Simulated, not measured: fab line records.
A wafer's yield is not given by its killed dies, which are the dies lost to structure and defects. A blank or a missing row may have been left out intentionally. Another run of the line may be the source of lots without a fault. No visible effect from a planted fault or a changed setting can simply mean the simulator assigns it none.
Chamber matching | flow n5-finfet | N5_MOL_CONTACT_COAG_ETCH_65 on rie-diel-01: 4 sister chambers
The step etches underlayer in N2/H2, target depth 13 nm, time 10.4 s. 4 wafers are shown with their chamber, then 7 later ones without.

EACH WAFER AND ITS CHAMBER
wafer  | chamber | drypump-motor-current-A (A)
L078.6 | 0       | 6.2
L084.1 | 1       | 6.4
L092.1 | 3       | 5.1
L092.2 | 2       | 5.4

WAFERS WHOSE CHAMBER IS MISSING
wafer  | drypump-motor-current-A (A)
L092.4 | 6.2
L096.2 | 5.1
L096.5 | 6.5
L096.6 | 5.4
L097.1 | 5.1
L097.5 | 5.2
L097.6 | 6.5

CHAMBER TAKEN BY EACH
wafer  | from the rows above     | in truth
L092.4 | 0                       | 0
L096.2 | 3                       | 3
L096.5 | 1                       | 1
L096.6 | 2                       | 2
L097.1 | 3                       | 3
L097.5 | can't be placed: 3 or 2 | 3
L097.6 | 1                       | 1
Correct placement for 6 of the 7. These rows do not allow placing 1 (true chamber among the candidates in 1). Number placed wrongly: 0.
How it was worked out, from the rows above alone: a wafer's distance from a chamber is the root of the sum, over the readings, of the square of ((its reading less the chamber's mean) divided by the reading's scatter). The wafer belongs to the nearest chamber; if the next one is less than 2 further off, it can't be placed. A chamber's mean is the mean of its shown wafers. The scatter: root of mean squared gap, hidden wafer to nearest shown wafer, with one shown wafer a chamber.
